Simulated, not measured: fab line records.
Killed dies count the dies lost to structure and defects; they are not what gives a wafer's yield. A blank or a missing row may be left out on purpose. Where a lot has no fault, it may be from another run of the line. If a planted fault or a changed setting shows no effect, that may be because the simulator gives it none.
fab line records    flow nandHarc
record: lots: 6  wafers: 18  lastDay: 23
route steps=1159 shown P_M2@330 END@1159
lots that met no fault: taken from a fault-free run of the same line
startH: hours from the record's first day to the start of the lot's first wafer shown    waitH: how many hours have passed since the lot's step before this one    " unchanged from the row above    L1.1+2: a single row standing in for several wafers    - value missing, or start not given    * or withheld: withheld    < > ~ a bound
route shown NAME@n: NAME is a module with steps in the file, n the number in the route of the first one    usual: the fault-free wafers' mean and standard deviation    same: alike in all rows    chamber/n: place in a boat    sites: readings site by site    _std_site: their standard deviation    _edge_site: mean of outer sites minus mean of inner sites    radiusMm: how far each site lies from the wafer's centre    mask NAME#n: copy n    behind: tool/chamber where the wafer was last shaped    hold: why the lot went on hold/how many hours it stayed there/how the hold came to an end    device: which transistor (n, p or np) failed to switch    end of line: the same wafers' tests at the end of the route    a step with no rows: only its recipe    killed: not the wafer's yield, but the dies lost to structure and defects at the first sort    map: the dies of a wafer, with x for killed, . for not killed, _ for no die there
set.NAME: the setting that was run; set.NAME@STEP: the one run at that earlier step    model.NAME: the simulator's own value behind a step, which no gauge read
a table for each step, a row for each wafer; lots at some steps of the route
services: when a tool's chamber went out of use (startH, in hours from the record's first day, below 0 if earlier), for how many hours, and the reason
== steps ==
step: NHARC_P_M2_INSPECT_11
usual: rawDefectCount: 3.9/2.3
lot.wafer  tool              chamber  startH  waitH  rawDefectCount
L803.1     defectInspect-02  -        140.43  0.0    5
L803.2     "                 -        "       "      2
L803.5     "                 -        "       "      8
L804.1     defectInspect-02  -        148.29  0.0    3
L804.2     "                 -        "       "      3
L804.6     "                 -        "       "      3
L810.2     defectInspect-01  -        177.63  0.0    4
L810.3     "                 -        "       "      5
L810.5     "                 -        "       "      0
L809.1     defectInspect-01  -        180.26  0.0    5
L809.3     "                 -        "       "      2
L809.6     "                 -        "       "      4
L812.3     defectInspect-02  -        205.99  0.0    2
L812.5     "                 -        "       "      6
L812.6     "                 -        "       "      2
L819.1     defectInspect-02  -        241.72  0.0    3
L819.5     "                 -        "       "      3
L819.6     "                 -        "       "      5
step: NHARC_P_M2_DESCUM_14
recipe: timeS: 3  o2FlowSccm: 200  arFlowSccm: 0  biasPowerW: 0  chemistry: O2
step: NHARC_P_M2_ETCH_35
recipe: targetDepthA: 400  overetchA: 120  timeS: 43.94  ionEnergyEv: 200  n2FlowSccm: 150  h2FlowSccm: 150  arFlowSccm: 0  rfW: 400  biasW: 150  chemistry: N2/H2
usual: drypumpMotorCurrentA: 5.9/0.55  h2FlowSccm: 150.0/0.37  n2FlowSccm: 150.0/0.43  oesProductAu: 1.000/0.006  rfFwdPowerW: 395.1/2  rfVppV: 432.6/2.3  showerheadPlenumPTorr: 2.11/0.079  throttleValvePct: 14.173/0.0086
lot.wafer  tool        chamber  startH  waitH  drypumpMotorCurrentA  h2FlowSccm  n2FlowSccm  oesProductAu  rfFwdPowerW  rfHoursCounterH  rfVppV  showerheadPlenumPTorr  throttleValvePct
L803.2     rieDiel-13  2        140.58  0.1    6.1                   149.9       149.2       0.989         396.0        1                434.7   2.15                   14.184
L803.1     "           1        "       "      5.9                   149.5       149.8       1.001         396.1        1                430.3   2.00                   14.172
L803.5     "           2        "       "      6.0                   150.2       150.0       0.996         395.7        -                433.1   2.15                   14.175
L804.1     rieDiel-13  2        148.44  0.1    6.1                   150.3       150.3       0.997         393.9        1                433.8   2.15                   14.195
L804.2     "           0        "       "      6.8                   150.8       150.3       0.992         395.8        2                434.4   2.18                   14.173
L804.6     "           1        "       "      5.9                   150.0       150.1       1.003         398.8        -                428.2   2.00                   14.163
L810.3     rieDiel-07  1        177.80  0.1    5.0                   150.8       149.8       0.995         396.7        23               433.0   2.15                   14.169
L810.2     "           2        "       "      5.0                   150.3       150.1       1.006         393.1        16               432.6   2.11                   14.185
L810.5     "           2        "       "      5.0                   150.2       150.0       1.010         391.8        -                432.8   2.11                   14.171
L809.3     rieDiel-13  1        180.41  0.1    5.9                   150.0       150.1       1.006         397.9        3                428.4   2.00                   14.178
L809.1     "           3        "       "      6.1                   149.6       150.6       0.999         392.7        3                436.1   2.20                   14.161
L809.6     "           1        "       "      5.9                   149.7       149.8       1.012         398.0        -                429.3   2.00                   14.193
L812.3     rieDiel-13  2        206.15  0.1    6.0                   149.9       149.0       1.001         393.9        4                435.0   2.15                   14.166
L812.6     "           1        "       "      5.9                   149.5       150.4       0.993         397.9        -                428.6   2.00                   14.180
L812.5     "           2        "       "      6.0                   149.7       149.4       1.006         393.4        -                433.0   2.15                   14.172
L819.1     rieDiel-13  1        241.87  0.1    5.9                   150.6       149.9       1.003         397.7        6                429.8   2.00                   14.173
L819.5     "           1        "       "      5.8                   149.6       149.5       1.003         398.9        -                428.2   2.00                   14.180
L819.6     "           2        "       "      6.0                   150.3       149.8       1.001         394.2        -                434.4   2.15                   14.172
step: NHARC_P_M2_ETCH_15
recipe: targetDepthA: 1825  timeS: 91.2  c4f8FlowSccm: withheld  arFlowSccm: 400  rfW: 600  biasW: 300  chemistry: C4F8/Ar
usual: oesProductAu: 0.955/0.022  rfFwdPowerW: 595.3/2  rfVppV: 443.0/2.3
lot.wafer  tool        chamber  startH  waitH  oesProductAu  rfFwdPowerW  rfHoursCounterH  rfVppV
L803.1     rieDiel-13  1        -       -      0.988         597.3        1                438.9
L803.2     "           0        "       "      0.964         596.6        1                446.5
L803.5     "           1        "       "      0.974         596.8        -                440.7
L804.1     rieDiel-13  0        -       -      0.976         596.0        2                444.6
L804.2     "           1        "       "      0.983         595.0        2                440.0
L804.6     "           2        "       "      0.963         595.2        -                444.1
L810.3     rieDiel-07  2        -       -      0.929         593.6        16               444.4
L810.2     "           0        "       "      0.934         593.2        23               444.0
L810.5     "           0        "       "      0.920         594.8        -                442.9
L809.1     rieDiel-13  0        -       -      0.977         595.1        3                446.0
L809.3     "           1        "       "      0.969         598.7        3                439.9
L809.6     "           2        "       "      0.984         593.6        -                444.6
L812.3     rieDiel-13  0        -       -      0.936         594.5        4                444.0
L812.5     "           2        "       "      0.924         593.9        -                444.9
L812.6     "           3        "       "      0.918         592.9        -                444.0
L819.1     rieDiel-13  2        -       -      0.972         594.6        6                443.8
L819.6     "           1        "       "      0.969         596.9        -                439.5
L819.5     "           2        "       "      0.979         590.8        -                444.6
step: NHARC_P_M2_CD_MEAS_16
usual: cdNm: 170.0/0.58
lot.wafer  tool      chamber  startH  waitH  cdNm
L803.1     cdSem-03  -        140.80  -      170.4
L803.2     "         -        "       "      170.1
L803.5     "         -        "       "      170.9
L804.1     cdSem-02  -        148.65  -      170.3
L804.2     "         -        "       "      170.1
L804.6     "         -        "       "      170.2
L810.2     cdSem-02  -        178.04  -      169.1
L810.3     "         -        "       "      169.6
L810.5     "         -        "       "      169.0
L809.1     cdSem-03  -        180.63  -      170.1
L809.3     "         -        "       "      170.2
L809.6     "         -        "       "      169.9
L812.3     cdSem-01  -        206.37  -      169.6
L812.5     "         -        "       "      169.6
L812.6     "         -        "       "      169.5
L819.1     cdSem-01  -        242.09  -      169.2
L819.5     "         -        "       "      170.4
L819.6     "         -        "       "      170.5
step: NHARC_P_M2_STRIP_18
recipe: powerW: 1000  n2FlowSccm: 150  h2FlowSccm: 150  arFlowSccm: 0  biasW: 0  chemistry: N2/H2
usual: drypumpMotorCurrentA: 5.8/0.58  h2FlowSccm: 150.1/0.43  n2FlowSccm: 150.0/0.42  oesProductAu: 1.000/0.0069  rfFwdPowerW: 997/3.5  rfVppV: 91.1/1  showerheadPlenumPTorr: 2.12/0.079  throttleValvePct: 14.170/0.008
lot.wafer  tool        chamber  startH  waitH  drypumpMotorCurrentA  h2FlowSccm  n2FlowSccm  oesProductAu  rfFwdPowerW  rfHoursCounterH  rfVppV  showerheadPlenumPTorr  throttleValvePct
L803.2     rieDiel-13  0        140.90  0.1    6.8                   149.8       149.6       1.008         1002         1                90.7    2.18                   14.167
L803.1     "           1        "       "      5.9                   149.3       149.2       1.008         1004         1                92.3    2.00                   14.166
L803.5     "           3        "       "      6.1                   149.7       149.6       1.004         1001         -                91.5    2.20                   14.160
L804.1     rieDiel-13  3        148.73  0.1    6.1                   150.5       149.5       1.007         1001         2                91.2    2.20                   14.181
L804.2     "           0        "       "      6.8                   149.7       150.5       0.998         995          2                91.4    2.18                   14.178
L804.6     "           3        "       "      6.1                   150.4       149.6       1.000         999          -                91.9    2.20                   14.169
L810.2     rieDiel-13  2        178.12  0.1    6.1                   150.4       150.8       1.011         998          3                90.9    2.15                   14.177
L810.3     "           0        "       "      6.8                   150.4       149.8       0.994         996          3                90.6    2.18                   14.175
L810.5     "           2        "       "      6.1                   149.9       150.7       1.000         997          -                93.0    2.15                   14.172
L809.3     rieDiel-07  0        180.70  0.1    5.3                   149.9       149.6       0.994         998          23               91.9    2.11                   14.170
L809.1     "           1        "       "      5.0                   149.6       149.5       1.005         997          23               91.6    2.15                   14.177
L809.6     "           0        "       "      5.3                   150.5       149.7       0.992         998          -                91.5    2.11                   14.168
L812.3     rieDiel-13  1        206.46  0.1    5.9                   150.1       150.2       1.000         1001         4                89.6    2.00                   14.147
L812.6     "           1        "       "      5.9                   149.8       149.8       1.001         998          -                89.9    2.00                   14.169
L812.5     "           2        "       "      6.1                   149.7       150.0       0.996         997          -                93.5    2.15                   14.175
L819.1     rieDiel-13  1        242.24  0.1    5.9                   150.3       150.3       1.009         1001         6                90.1    2.00                   14.173
L819.6     "           2        "       "      6.1                   150.1       149.8       0.992         996          -                92.8    2.15                   14.168
L819.5     "           3        "       "      6.0                   149.6       150.1       1.007         990          -                91.7    2.20                   14.174
step: NHARC_P_M2_ETCH_28
recipe: targetDepthA: 300  overEtchFrac: 0.3  timeS: 72.99  ionEnergyEv: 150  cf4FlowSccm: 50  n2FlowSccm: 100  arFlowSccm: 150  rfW: 300  biasW: 100  chemistry: CF4/N2
usual: drypumpMotorCurrentA: 5.8/0.59  n2FlowSccm: 100.0/0.32  oesProductAu: 0.998/0.0063  rfFwdPowerW: 297.3/1.3  rfVppV: 315.7/1.8  showerheadPlenumPTorr: 2.71/0.096  throttleValvePct: 19.793/0.0091
lot.wafer  tool        chamber  startH  waitH  drypumpMotorCurrentA  n2FlowSccm  oesProductAu  rfFwdPowerW  rfHoursCounterH  rfVppV  showerheadPlenumPTorr  throttleValvePct
L803.1     rieDiel-13  2        -       -      6.0                   99.8        1.003         296.4        1                317.3   2.76                   19.785
L803.2     "           1        "       "      5.9                   100.0       1.000         298.4        1                315.1   2.58                   19.791
L803.5     "           3        "       "      6.0                   99.9        0.998         295.9        -                318.6   2.82                   19.798
L804.2     rieDiel-13  0        -       -      6.8                   100.2       1.001         297.2        2                317.7   2.79                   19.790
L804.1     "           3        "       "      6.1                   100.1       0.998         297.6        2                319.5   2.82                   19.788
L804.6     "           0        "       "      6.8                   100.5       0.998         296.8        -                317.2   2.79                   19.788
L810.3     rieDiel-13  0        -       -      6.8                   100.4       1.001         298.1        3                317.1   2.79                   19.797
L810.2     "           2        "       "      6.1                   99.8        1.006         296.7        3                316.9   2.76                   19.796
L810.5     "           0        "       "      6.8                   100.0       0.998         298.9        -                316.8   2.79                   19.806
L809.1     rieDiel-07  0        -       -      5.3                   99.9        1.007         296.8        23               316.1   2.71                   19.789
L809.3     "           1        "       "      5.0                   100.0       0.992         297.8        23               316.1   2.75                   19.783
L809.6     "           2        "       "      4.9                   100.3       1.007         295.1        -                315.4   2.71                   19.785
L812.3     rieDiel-13  1        -       -      5.9                   99.9        1.007         300.3        4                314.3   2.58                   19.802
L812.5     "           1        "       "      5.9                   99.1        1.004         297.7        -                314.7   2.58                   19.793
L812.6     "           3        "       "      6.1                   99.8        0.999         296.0        -                317.5   2.82                   19.805
L819.1     rieDiel-13  0        -       -      6.8                   99.5        0.995         295.6        5                318.1   2.79                   19.813
L819.5     "           1        "       "      5.9                   100.4       0.993         298.5        -                313.1   2.58                   19.805
L819.6     "           2        "       "      6.0                   100.5       1.003         297.7        -                317.3   2.76                   19.804
step: NHARC_P_M2_STRIP_19
recipe: timeS: 600  tempC: 30  chemistry: postEtchResidueRemover
step: NHARC_P_M2_DEGAS_29
recipe: tempC: 250  timeS: 60
step: NHARC_P_M2_PRE_CLEAN_30
recipe: timeS: 30  tempC: 280  gas: H2/He
usual: heaterPowerW: 410/32
lot.wafer  tool           chamber  startH  waitH  heaterPowerW
L803.1     pvdSputter-03  -        -       -      438
L803.2     "              -        "       "      415
L803.5     "              -        "       "      374
L804.2     pvdSputter-01  -        -       -      404
L804.1     "              -        "       "      340
L804.6     "              -        "       "      407
L810.3     pvdSputter-02  -        -       -      405
L810.2     "              -        "       "      383
L810.5     "              -        "       "      399
L809.3     pvdSputter-03  -        -       -      432
L809.1     "              -        "       "      379
L809.6     "              -        "       "      414
L812.3     pvdSputter-03  -        -       -      402
L812.6     "              -        "       "      398
L812.5     "              -        "       "      404
L819.1     pvdSputter-03  -        -       -      367
L819.5     "              -        "       "      375
L819.6     "              -        "       "      416
step: NHARC_P_M2_PVD_20
recipe: targetThkA: 50  biasV: 168.6  powerW: 15000  chamberPressurePa: 0.12  timeS: 8.06  substrateTempC: 50  material: TaN
step: NHARC_P_M2_PVD_21
recipe: targetThkA: 300  chamberPressurePa: 5  powerW: 5000  substrateTempC: 30  timeS: 20.49  material: Cu
step: NHARC_P_M2_ECD_22
recipe: targetThkA: 4000  bathTempC: 25  material: Cu
lot.wafer   tool      chamber  startH  waitH
L803.2+1+5  ecdCu-02  1,0,1    141.88  -
L804.2+1+6  ecdCu-01  0,1,0    149.75  -
L810.2+3+5  ecdCu-01  1,1,0    179.12  -
L809.1+3+6  ecdCu-01  1,1,0    181.83  -
L812.3+6+5  ecdCu-02  1,0,1    207.67  -
L819.1+5+6  ecdCu-02  1,0,1    243.22  -
step: NHARC_P_M2_ANNEAL_31
recipe: tempC: 225  timeS: 90
step: NHARC_P_M2_CMP_23
recipe: tOverpolishS: 20  targetThkNm: 144.3
usual: motorCurrentA: 12.4/1.3  padLifeWafers: 200/120  timeToEndpointS: 30.2/2.2
lot.wafer  tool    chamber  startH  waitH  motorCurrentA  padLifeWafers  timeToEndpointS
L803.1     cmp-04  1        142.64  -      13.5           192            29.3
L803.2     "       3        "       "      10.5           194            27.7
L803.5     "       2        "       "      11.1           -              29.3
L804.2     cmp-02  1        150.47  -      13.8           132            30.1
L804.1     "       3        "       "      10.6           134            31.8
L804.6     "       1        "       "      13.0           -              28.8
L810.2     cmp-04  1        179.86  -      13.5           409            27.2
L810.3     "       2        "       "      11.6           410            18.2
L810.5     "       0        "       "      12.2           -              31.2
L809.1     cmp-03  3        182.56  -      13.9           139            15.9
L809.3     "       1        "       "      11.2           141            12.7
L809.6     "       2        "       "      12.9           -              17.3
L812.3     cmp-04  0        208.36  -      12.1           9              30.6
L812.5     "       1        "       "      13.8           -              27.8
L812.6     "       2        "       "      11.0           -              31.9
L819.1     cmp-02  2        243.92  -      12.3           91             32.3
L819.6     "       1        "       "      13.8           -              30.4
L819.5     "       2        "       "      13.0           -              33.1
step: NHARC_P_M2_THK_MEAS_24
recipe: thkMeasGauge: xrf
usual: thkNm: 144.8/1.2
lot.wafer  tool          chamber  startH  waitH  thkNm
L803.1     filmMetro-01  -        142.95  -      143.0
L803.2     "             -        "       "      143.9
L803.5     "             -        "       "      144.7
L804.1     filmMetro-02  -        150.79  -      145.4
L804.2     "             -        "       "      144.0
L804.6     "             -        "       "      145.2
L810.2     filmMetro-01  -        180.15  -      143.6
L810.3     "             -        "       "      145.6
L810.5     "             -        "       "      145.6
L809.1     filmMetro-02  -        182.84  -      142.6
L809.3     "             -        "       "      147.7
L809.6     "             -        "       "      143.1
L812.3     filmMetro-02  -        208.59  -      143.9
L812.5     "             -        "       "      142.6
L812.6     "             -        "       "      144.8
L819.1     filmMetro-02  -        244.20  -      145.4
L819.5     "             -        "       "      143.5
L819.6     "             -        "       "      143.1
step: NHARC_END_SORT_01
recipe: tempC: 25
usual: defectLimitedYield: 95.6/1.7  killedAtArray: 27/11  killedAtOther: 0.7/0.93  killedAtPeriphery: 2.9/1.9  killedDies: 30/11  killedOpen: 3.1/1.7  killedShort: 1.9/1.3  sort_bin_2_pct: 1.4/0.68  sort_bin_3_pct: 0.28/0.25  sort_bin_4_pct: 2.8/1.1  sortNPass: 647/11  sortRimYieldPct: 95.4/2.7  sortYieldPct: 95.6/1.7
same: grossDies: 677  sort_bin_5_pct[%]: 0  sort_bin_6_pct[%]: 0  sort_bin_7_pct[%]: 0  sort_bin_8_pct[%]: 0  sortRimNGross: 106.00
lot.wafer  tool       chamber  startH  waitH  defectLimitedYield[%]  killedAtArray  killedAtOther  killedAtPeriphery  killedDies  killedOpen  killedShort  sort_bin_2_pct[%]  sort_bin_3_pct[%]  sort_bin_4_pct[%]  sortNPass  sortRimYieldPct[%]  sortYieldPct[%]
L809.1     prober-02  0        488.82  2.5    97.0                   17             2              1                  20          2           1            0.4                0.30               2.2                657        99.1                97.0
L809.3     prober-02  0        490.43  3.1    96.3                   23             0              2                  25          4           2            1.2                0                  2.5                652        96.2                96.3
L809.6     prober-02  0        492.85  4.0    95.9                   26             0              2                  28          3           2            1.0                0.15               3.0                649        96.2                95.9
L810.2     prober-01  0        490.84  2.8    95.1                   31             1              1                  33          3           1            1.5                0.30               3.1                644        97.2                95.1
L810.3     prober-01  0        491.64  3.1    94.7                   30             4              2                  36          2           2            1.6                0.30               3.4                641        95.3                94.7
L810.5     prober-01  0        493.24  3.7    95.0                   33             0              1                  34          4           2            2.1                0                  3.0                643        94.3                95.0
killed by level:class
L809.1 A_STAIRCASE:chamberFilmFlake=6 A_CONTACT:chamberFilmFlake=4 A_CHANNEL_HOLE_D1:chamberFilmFlake=2 A_SLIT:chamberFilmFlake=2 THIN_TSV:chamberFilmFlake=2 P_CONTACT:geometricParticle:open=1 A_CHANNEL_FILL_D1:geometricParticle:short=1 A_SGD_CUT:geometricParticle:open=1
L809.3 A_STAIRCASE:chamberFilmFlake=8 A_CHANNEL_HOLE_D1:chamberFilmFlake=4 A_SLIT:chamberFilmFlake=4 A_ONON_D1:geometricParticle:short=2 A_CONTACT:chamberFilmFlake=2 P_GATE:geometricParticle:open=1 A_CHANNEL_FILL_D1:geometricParticle:open=1 A_SGD_CUT:geometricParticle:open=1
L810.2 A_CHANNEL_HOLE_D1:chamberFilmFlake=17 A_STAIRCASE:chamberFilmFlake=8 A_CONTACT:chamberFilmFlake=2 P_M0:geometricParticle:open=1 A_CHANNEL_HOLE_D1:geometricParticle:open=1 A_CONTACT:geometricParticle:open=1 A_CONTACT:geometricParticle:short=1 A_BLC:chamberFilmFlake=1
L810.3 A_CHANNEL_HOLE_D1:chamberFilmFlake=15 A_STAIRCASE:chamberFilmFlake=10 A_CONTACT:chamberFilmFlake=3 THIN_TSV:chamberFilmFlake=2 HYBRID_BOND:latent=2 P_CONTACT:geometricParticle:short=1 P_M1:geometricParticle:short=1 A_CONTACT:geometricParticle:open=1
L809.6 A_STAIRCASE:chamberFilmFlake=7 A_CONTACT:chamberFilmFlake=7 A_SLIT:chamberFilmFlake=5 A_CHANNEL_HOLE_D1:chamberFilmFlake=3 A_CHANNEL_FILL_D1:geometricParticle:open=2 P_M2:geometricParticle:short=1 A_WL_FILL:geometricParticle:short=1 A_CONTACT:geometricParticle:open=1
L810.5 A_CHANNEL_HOLE_D1:chamberFilmFlake=16 A_STAIRCASE:chamberFilmFlake=9 A_CONTACT:geometricParticle:open=2 P_CONTACT:geometricParticle:open=1 A_SGD_CUT:geometricParticle:short=1 A_CONTACT:geometricParticle:short=1 A_M0:geometricParticle:open=1 A_WL_FILL:chamberFilmFlake=1
== services ==
tool           chamber  startH  hours  kind
cmp-03         -        123.17  0.9    repair
cmp-02         -        128.51  4.0    pm
cmp-04         -        132.20  2.1    repair
rieDiel-13     0        132.50  -      clean
rieDiel-07     2        136.51  10.7   repair
cmp-03         -        139.72  1.9    repair
pvdSputter-01  -        139.91  1.7    repair
cmp-04         -        147.88  1.0    repair
cmp-03         -        156.21  4.0    pm
pvdSputter-01  -        158.00  10.0   pm
ecdCu-01       -        162.63  1.0    repair
rieDiel-07     3        168.76  12.6   repair
ecdCu-02       -        180.00  8.0    pm
rieDiel-07     1        187.53  10.0   repair
cmp-03         -        191.15  2.0    repair
pvdSputter-02  -        191.74  1.7    repair
pvdSputter-01  -        197.77  0.6    repair
cmp-04         -        203.16  4.0    pm
rieDiel-13     1        208.05  1.8    repair
pvdSputter-02  -        215.13  10.0   pm
cmp-03         -        225.39  1.9    repair
cmp-02         -        226.51  4.0    pm
rieDiel-07     -        228.20  9.0    pm
cmp-03         -        237.78  9.0    repair
== key ==
firstSign: step: NHARC_P_M2_CMP_23  reading: timeToEndpointS  direction: down  sigmas: 6.6  usual: *  struck: *
effect none on later readings
metAt NHARC_P_M2_ECD_22
struckWafers L809.1,L809.3,L809.6,L810.3
onsetBetween 149.75 179.12
fault: kind: processParameterDrift  tool: ecdCu-01  chamber: -  onsetH: 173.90  steps: NHARC_P_M2_ECD_22  channel: targetThkA  offset: *  shape: step  endH: 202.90  scope: struckWafersOnly  actsIn: *  stated: *
